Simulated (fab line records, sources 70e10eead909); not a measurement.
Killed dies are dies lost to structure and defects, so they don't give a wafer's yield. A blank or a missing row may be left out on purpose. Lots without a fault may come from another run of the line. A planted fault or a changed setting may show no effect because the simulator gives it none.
Problem report in the 8D (eight disciplines) form, filled by code | flow nand_harc | the parts of the form that need people (team, actions taken, sign-off) are left out

1. THE PROBLEM
thk_nm at NHARC_A_ONON_D1_THK_MEAS_21 reads a mean of 924 nm on 4 wafers of 3 lots; wafers without a fault read 1000 nm with a standard deviation of 11. That is -6.9 standard deviations from the usual mean.
The step: measures by ellipsometry.
First seen on wafer L863.5, day 8 21:34, on film_metro-02. The record holds 43 wafers of 15 lots with a number at this step. Rule for "out", or "out of limits": more than 4 standard deviations from the usual mean. The other wafers with a number count as sound.

2. WHAT IT IS AND WHAT IT IS NOT
question                    | is                             | is not
which readings at this step | thk_nm                         | -
which lots                  | L863, L866, L869               | L859, L864, L870, L872, L875, L876, L877, L878, L879, L880, L881, L882
which wafers of those lots  | L863.5, L866.1, L869.1, L869.5 | L863.3, L866.3, L866.6
read on which gauges        | film_metro-01, film_metro-02   | -
when                        | from day 8 21:34               | up to then (7 sound wafers); but 32 sound wafers of L866, L870, L872, L875, L876, L877, L878, L879, L880, L881, L882 came after

3. SUSPECTS, AND WHAT RULES EACH OUT
Counting: a tool at a process step up to the reading stays a suspect if it ran every lot that is out. Sound lots after the first of them don't rule it out here, since some wafers of a struck lot are sound.
- the gauge at NHARC_A_ONON_D1_THK_MEAS_21: ruled out. The wafers that are out were read on 2 gauges (film_metro-01, film_metro-02).
- pecvd_onon-02 at NHARC_A_ONON_D1_DEP_19 (target thk 1000 nm): kept. It ran every lot that is out, first L863 (day 8 21:09).
Left after counting: pecvd_onon-02 at NHARC_A_ONON_D1_DEP_19.

4. THE CAUSE (what the simulator had put in)
Process parameter drift: pecvd_onon-02, from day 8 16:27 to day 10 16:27, at NHARC_A_ONON_D1_DEP_19. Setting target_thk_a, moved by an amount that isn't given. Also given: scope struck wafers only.
Counting left only this tool.

5. THE CHAIN OF EFFECTS, in route order
Each row: a reading whose mean over the struck wafers that have a number lies more than 3 standard deviations from the usual. Only readings for which the record gives a usual standard deviation are gone through. hours: the time from each lot's start at the first step in this table that gives one to its start at this step, as a median over the lots. sigmas: the change in usual standard deviations.
hours | step                        | reading | usual   | on struck wafers | change | sigmas
0     | NHARC_A_ONON_D1_THK_MEAS_21 | thk_nm  | 1000 nm | 924              | -76    | -6.9

6. WHAT WOULD HAVE CAUGHT IT SOONER
In this record the first reading out of limits at a measuring or inspecting step was taken at day 8 21:34, 5 hours after the fault began at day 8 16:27.
Of the tool readings at NHARC_A_ONON_D1_DEP_19 for which the record gives a usual standard deviation, none was out on any struck wafer, so an alarm limit of 4 standard deviations on them would not have fired.
Of the lots that are out (3), L866, L869 began NHARC_A_ONON_D1_DEP_19 on pecvd_onon-02 after day 8 21:34. A hold on the tool at that time would have spared those 2.
